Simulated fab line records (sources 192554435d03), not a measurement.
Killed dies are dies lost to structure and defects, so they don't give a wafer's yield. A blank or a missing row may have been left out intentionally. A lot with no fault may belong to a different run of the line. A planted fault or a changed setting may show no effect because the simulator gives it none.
Split-lot experiment | flow n5 finfet | route with 1938 steps; 7 lots, 39 wafers read

THE SPLIT ITSELF
At N5_FIN_SAQP_MANDREL_ETCH_22 (etches a-Si in HBr/Cl2, stops on SiNx, target depth 60 nm, bt time 10 s, time 30 s), the setting target depth a was moved away from the recipe's 600 angstrom on 15 of the 39 wafers read, by -49.4% to +56.6%. All remaining wafers had this setting at the recipe value.

The reading is taken at the split's own step.

THE READING
oes product au, in a.u., at N5_FIN_SAQP_MANDREL_ETCH_22 (etches a-Si in HBr/Cl2, stops on SiNx, target depth 60 nm, bt time 10 s, time 30 s). A value of 0.766 a.u. with a standard deviation of 0.017 a.u. is what fault-free wafers of this fab line usually give.

wafer  | tool, chamber at the split | target depth a as run, angstrom | against the recipe | oes product au, a.u. | against lot-mates on the recipe
L077.1 | rie si-03, 3               | 739.9                           | +23.3%             | 0.656                | -0.106
L077.2 | rie si-03, 2               | 739.9                           | +23.3%             | 0.688                | -0.074
L077.3 | rie si-03, 1               | 600                             | recipe             | 0.756                | -
L077.4 | rie si-03, 0               | 739.9                           | +23.3%             | 0.685                | -0.077
L077.5 | rie si-03, 0               | 600                             | recipe             | 0.771                | -
L077.6 | rie si-03, 1               | 600                             | recipe             | 0.759                | -
L080.1 | rie si-03, 2               | 939.7                           | +56.6%             | 0.614                | -0.148
L080.2 | rie si-03, 0               | 600                             | recipe             | 0.776                | -
L080.3 | rie si-03, 1               | 600                             | recipe             | 0.746                | -
L080.4 | rie si-03, 1               | 600                             | recipe             | 0.764                | -
L080.5 | rie si-03, 2               | 939.7                           | +56.6%             | 0.624                | -0.138
L080.6 | rie si-03, 0               | 939.7                           | +56.6%             | 0.600                | -0.162
L081.1 | rie si-03, 0               | 303.6                           | -49.4%             | 1.003                | +0.238
L081.2 | rie si-03, 1               | 600                             | recipe             | 0.751                | -
L081.3 | rie si-03, 2               | 600                             | recipe             | 0.785                | -
L081.4 | rie si-03, 0               | 303.6                           | -49.4%             | 1.007                | +0.242
L081.5 | rie si-03, 1               | 600                             | recipe             | 0.759                | -
L081.6 | rie si-03, 2               | 303.6                           | -49.4%             | 1.019                | +0.254
L083.1 | rie si-04, 1               | 600                             | recipe             | 0.742                | -
L083.2 | rie si-04, 3               | 457.2                           | -23.8%             | 0.899                | +0.152
L083.3 | rie si-04, 0               | 600                             | recipe             | 0.741                | -
L083.4 | rie si-04, 0               | 457.2                           | -23.8%             | 0.886                | +0.139
L083.5 | rie si-04, 3               | 457.2                           | -23.8%             | 0.894                | +0.147
L083.6 | rie si-04, 1               | 600                             | recipe             | 0.759                | -
L087.1 | rie si-02, 3               | 873.8                           | +45.6%             | 0.633                | -0.150
L087.2 | rie si-02, 0               | 600                             | recipe             | 0.784                | -
L087.3 | rie si-02, 1               | 873.8                           | +45.6%             | 0.636                | -0.147
L087.4 | rie si-02, 2               | 600                             | recipe             | 0.775                | -
L087.5 | rie si-02, 0               | 873.8                           | +45.6%             | 0.638                | -0.145
L087.6 | rie si-02, 1               | 600                             | recipe             | 0.790                | -
L096.1 | rie si-04, 2               | 600                             | recipe             | 0.759                | -
L096.2 | rie si-04, 3               | 600                             | recipe             | 0.749                | -
L096.3 | rie si-04, 1               | 600                             | recipe             | 0.761                | -
L096.4 | rie si-04, 0               | 600                             | recipe             | 0.747                | -
L096.5 | rie si-04, 1               | 600                             | recipe             | 0.769                | -
L096.6 | rie si-04, 0               | 600                             | recipe             | 0.746                | -
L097.2 | rie si-03, 2               | 600                             | recipe             | 0.780                | -
L097.3 | rie si-03, 3               | 600                             | recipe             | 0.761                | -
L097.5 | rie si-03, 2               | 600                             | recipe             | 0.789                | -

THE FIT
A straight line over all 39 wafers: oes product au changes by -0.00367 a.u. for each +1% of target depth a; r = -0.96; the points scatter about the line by 0.028 a.u.
The same after taking each lot's own level away (the mean of its wafers on the recipe; 39 wafers): -0.0038 a.u. for each +1%; r = -0.96; scatter 0.027 a.u.
According to that fit, moving target depth a by its largest amount changes the reading by 0.21 a.u.
Measured against the standard deviation above, the lots' own levels, which go from 0.7473 to 0.7830 a.u., span 2.1 times it.
Hence the lot-to-lot level has little effect on the slope; both slopes agree.
Check: -0.207 a.u. against its lot-mates is what the line predicts for one of the wafers moved furthest among these (+56.6%) when that wafer is left out of the fit. Against them it came out at -0.148 a.u.
Tool readings at the split's step, against how far the setting was moved: oes product au r = -0.96.

THE WHOLE CHAIN: every reading that the file lists as answering this split, in the file's order
step                        | what it does                                                                       | reading                                                                           | change (the file's fit)                                                              | r (the file's)
N5_FIN_SAQP_MANDREL_ETCH_22 | etches a-Si in HBr/Cl2, stops on SiNx, target depth 60 nm, bt time 10 s, time 30 s | oes product au                                                                    | -0.0037 a.u. for each +1% of the setting                                             | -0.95
N5_FIN_SAQP_MANDREL_ETCH_22 | etches a-Si in HBr/Cl2, stops on SiNx, target depth 60 nm, bt time 10 s, time 30 s | SiNx_of_FIN_SAQP_PECVD_48.thk nm (the simulator's own value, which no gauge read) | not straight: 25.14 at the lowest setting, 24.96 at the recipe, 17.89 at the highest | not given
N5_FIN_SAQP_MANDREL_ETCH_22 | etches a-Si in HBr/Cl2, stops on SiNx, target depth 60 nm, bt time 10 s, time 30 s | SOC_of_FIN_SAQP_COAT_49.thk nm (the simulator's own value, which no gauge read)   | -0.238 nm for each +1% of the setting                                                | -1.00
N5_FIN_SAQP_ETCH_57         | etches SiNx in CH3F/O2, target depth 32.5 nm, time 46.4 s                          | etch.depth nm (the simulator's own value, which no gauge read)                    | not straight: 25.14 at the lowest setting, 24.96 at the recipe, 17.89 at the highest | not given
N5_FIN_SAQP_INSPECT_40      | inspects for defects (brightfield)                                                 | raw defect count                                                                  | not straight: 1907 at the lowest setting, 211 at the recipe, 302 at the highest      | not given

FILE'S OWN FIT
oes product au changes by -0.0037 a.u. for each +1% of target depth a, r = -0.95.
